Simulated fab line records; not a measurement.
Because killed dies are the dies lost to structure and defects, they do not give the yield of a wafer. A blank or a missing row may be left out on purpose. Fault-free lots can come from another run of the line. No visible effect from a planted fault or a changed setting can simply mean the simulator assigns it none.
Matching of chambers	flow nand_harc	4 sister chambers for NHARC_P_M2_DESCUM_14 on rie_diel-09
The step chemistry O2, time 3 s. 16 wafers are shown with their chamber, then 8 later ones without.

WAFERS WITH THEIR CHAMBER
wafer	chamber	drypump_motor_current_A (A)	oes_product_au (a.u.)	o2_flow_sccm (sccm)
L074.1	0	6.3	0.994	199.9
L074.2	2	5.5	0.991	200.2
L074.6	0	6.4	1.002	200.2
L075.1	2	5.5	0.999	199.3
L075.3	1	5.5	0.992	199.6
L075.6	3	6.3	1.014	201.2
L080.1	3	6.3	1.004	200.5
L080.3	1	5.4	0.981	200.1
L080.4	2	5.5	0.984	199.1
L084.2	1	5.4	0.983	199.9
L084.5	3	6.3	1.004	200.3
L084.6	0	6.3	0.984	199.3
L087.1	0	6.4	0.984	200.3
L087.3	1	5.4	0.980	198.6
L087.6	3	6.3	1.009	200.8
L085.4	1	5.5	0.988	200.4

SIGNATURES (averages over the wafers above)
reading	chamber 0	chamber 1	chamber 2	chamber 3	scatter within a chamber
drypump_motor_current_A	6.350	5.440	5.500	6.300	0.0428
oes_product_au	0.99100	0.98480	0.99133	1.00775	0.00653
o2_flow_sccm	199.925	199.720	199.533	200.700	0.552
Rule: for a wafer and a chamber, the distance is found by dividing, reading by reading, the gap between the wafer's reading and the chamber's mean by the reading's scatter, squaring, summing and taking the root. If the next closest chamber is less than 2 further off than the closest, the wafer can't be placed; otherwise it belongs to the closest. The scatter: the root of (the sum of the squares of (reading less its chamber's mean) over the shown wafers, divided by (wafers less chambers)).

WAFERS MISSING THEIR CHAMBER
wafer	drypump_motor_current_A (A)	oes_product_au (a.u.)	o2_flow_sccm (sccm)
L085.5	6.3	1.010	200.6
L085.6	5.5	0.993	200.0
L094.2	6.3	0.978	201.5
L094.4	5.5	1.012	199.5
L094.5	6.4	0.974	200.3
L096.1	5.5	1.001	200.1
L096.3	6.3	1.004	198.8
L096.6	5.5	0.994	198.9

WHICH CHAMBER EACH WENT THROUGH
wafer	from the rows above	in truth
L085.5	3	3
L085.6	can't be placed: 2 or 1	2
L094.2	can't be placed: 0 or 3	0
L094.4	can't be placed: 2 or 1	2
L094.5	0	0
L096.1	can't be placed: 2 or 1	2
L096.3	can't be placed: 0 or 3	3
L096.6	can't be placed: 2 or 1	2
Correct placement for 2 of the 8. Can't be placed from these rows: 6 (the true chamber is among the candidates in 6). 0 placed wrongly.
